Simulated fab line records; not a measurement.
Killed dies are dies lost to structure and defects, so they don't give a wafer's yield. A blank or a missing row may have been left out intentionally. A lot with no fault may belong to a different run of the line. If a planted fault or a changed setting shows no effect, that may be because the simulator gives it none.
Split-lot trial | flow n5Finfet | 21 wafers read from 7 lots, route of 1938 steps

== THE SPLIT ==
At N5_BEOL_M3_TRENCH_ETCH_37 (etches SiOC in C4F6/O2, target depth 55.555 nm, time 29.2 s), the setting sourceW was moved away from the recipe's 355 W on 8 of the 21 wafers read, by -13.8% to +16.3%. The other wafers ran this setting at the recipe's value.

The reading comes from the split's own step.

== THE READING ==
rfVppV, in V, at N5_BEOL_M3_TRENCH_ETCH_37 (etches SiOC in C4F6/O2, target depth 55.555 nm, time 29.2 s). On this fab line, fault-free wafers typically give 668 V with a standard deviation of 12 V.

wafer  | tool, chamber at the split | sourceW as run, W | against the recipe | rfVppV, V | against lot-mates on the recipe
L076.2 | rieDiel-03, 0              | 313.5             | -11.7%             | 721       | +50
L076.3 | rieDiel-03, 1              | 355               | recipe             | 670       | -
L076.4 | rieDiel-03, 2              | 355               | recipe             | 673       | -
L078.2 | rieDiel-06, 3              | 306.1             | -13.8%             | 708       | +58
L078.3 | rieDiel-06, 1              | 306.1             | -13.8%             | 730       | +80
L078.5 | rieDiel-06, 0              | 355               | recipe             | 650       | -
L079.2 | rieDiel-06, 1              | 355               | recipe             | 677       | -
L079.3 | rieDiel-06, 3              | 355               | recipe             | 656       | -
L079.5 | rieDiel-06, 0              | 355               | recipe             | 649       | -
L080.4 | rieDiel-03, 2              | 355               | recipe             | 674       | -
L080.5 | rieDiel-03, 3              | 355               | recipe             | 655       | -
L080.6 | rieDiel-03, 2              | 355               | recipe             | 674       | -
L093.1 | rieDiel-05, 2              | 355               | recipe             | 664       | -
L093.3 | rieDiel-05, 3              | 355               | recipe             | 691       | -
L093.6 | rieDiel-05, 1              | 355               | recipe             | 686       | -
L094.3 | rieDiel-03, 3              | 412.2             | +16.1%             | 608       | -46
L094.4 | rieDiel-03, 1              | 412.2             | +16.1%             | 622       | -32
L094.5 | rieDiel-03, 3              | 355               | recipe             | 654       | -
L095.2 | rieDiel-03, 2              | 412.9             | +16.3%             | 626       | no lot-mate on the recipe
L095.3 | rieDiel-03, 1              | 412.9             | +16.3%             | 621       | no lot-mate on the recipe
L095.4 | rieDiel-03, 0              | 412.9             | +16.3%             | 625       | no lot-mate on the recipe

THE FIT
A straight line over all 21 wafers: rfVppV changes by -3.26 V for each +1% of sourceW; r = -0.93; the points scatter about the line by 13 V.
The same after taking each lot's own level away (the mean of its wafers on the recipe; 18 wafers): -3.58 V for each +1%; r = -0.92; scatter 13 V.
On that fit, the largest move of sourceW shifts the reading by 58 V.
From 650.0 to 680.3 V: that is the span of the lots' own levels, equal to 2.5 times the standard deviation above.
So the lot-to-lot level changes the slope little: the two slopes agree.
Check: for one of the wafers moved furthest among these (+16.1%), held out of the fit, the line's prediction against its lot-mates is -56.2 V. It came out at -46 V against them.
Tool readings at the split's step, against how far the setting was moved: rfVppV r = -0.93.

== ADDITIONAL SPLITS CARRIED BY THESE WAFERS ==
Before the reading, these wafers also passed through other splits. Each is held against what the fit with the lots' levels taken away leaves over:
other split on the same wafers  | wafers away from the commonest value | r with rfVppV (lot level and that fit taken away)
N5_BEOL_M1_TRENCH_ETCH_37 timeS | 6                                    | -0.12
N5_BEOL_M3_COAT_76 spinRpm      | 10                                   | +0.13
N5_BEOL_M3_ETCH_77 h2FlowSccm   | 8                                    | -0.03

== FILE'S OWN FIT ==
rfVppV changes by -3.7 V for each +1% of sourceW, r = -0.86.
